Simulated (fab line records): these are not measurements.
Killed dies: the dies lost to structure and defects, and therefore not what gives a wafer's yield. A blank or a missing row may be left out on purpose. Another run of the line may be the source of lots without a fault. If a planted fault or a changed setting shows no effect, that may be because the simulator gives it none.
Matching of chambers	flow n5Finfet	N5_BEOL_M10_CMP_52 on cmp-01: 4 sister chambers
The step polishes, stops on SiCOH lowk, t overpolish 7 s, target thk 140 nm. 4 wafers are shown with their chamber, then 8 later ones without.

== WAFERS, EACH WITH ITS CHAMBER ==
wafer	chamber	timeToEndpointS (s)
L078.2	1	72
L084.1	2	72
L084.6	0	72
L087.1	3	65

== WAFERS WITH NO CHAMBER GIVEN ==
wafer	timeToEndpointS (s)
L087.5	66
L087.6	72
L092.2	71
L092.4	65
L092.6	69
L094.1	70
L094.2	69
L094.6	74

== EACH ONE'S CHAMBER ==
wafer	from the rows above	in truth
L087.5	3	3
L087.6	can't be placed: 0 or 1 or 2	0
L092.2	can't be placed: 0 or 1 or 2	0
L092.4	3	3
L092.6	can't be placed: 0 or 1 or 2 or 3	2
L094.1	can't be placed: 0 or 1 or 2 or 3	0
L094.2	can't be placed: 0 or 1 or 2 or 3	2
L094.6	can't be placed: 0 or 1 or 2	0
2 of 8 placed correctly. These rows do not allow placing 6 (true chamber among the candidates in 6). Number placed wrongly: 0.
How it was worked out, from the rows above alone: a wafer's distance from a chamber is the root of the sum, over the readings, of the square of ((its reading less the chamber's mean) divided by the reading's scatter). If the next closest chamber is less than 2 further off than the closest, the wafer can't be placed; otherwise it belongs to the closest. For every chamber, the mean is computed from those of its wafers that are shown. The scatter: root of mean squared gap, hidden wafer to nearest shown wafer, with one shown wafer a chamber.
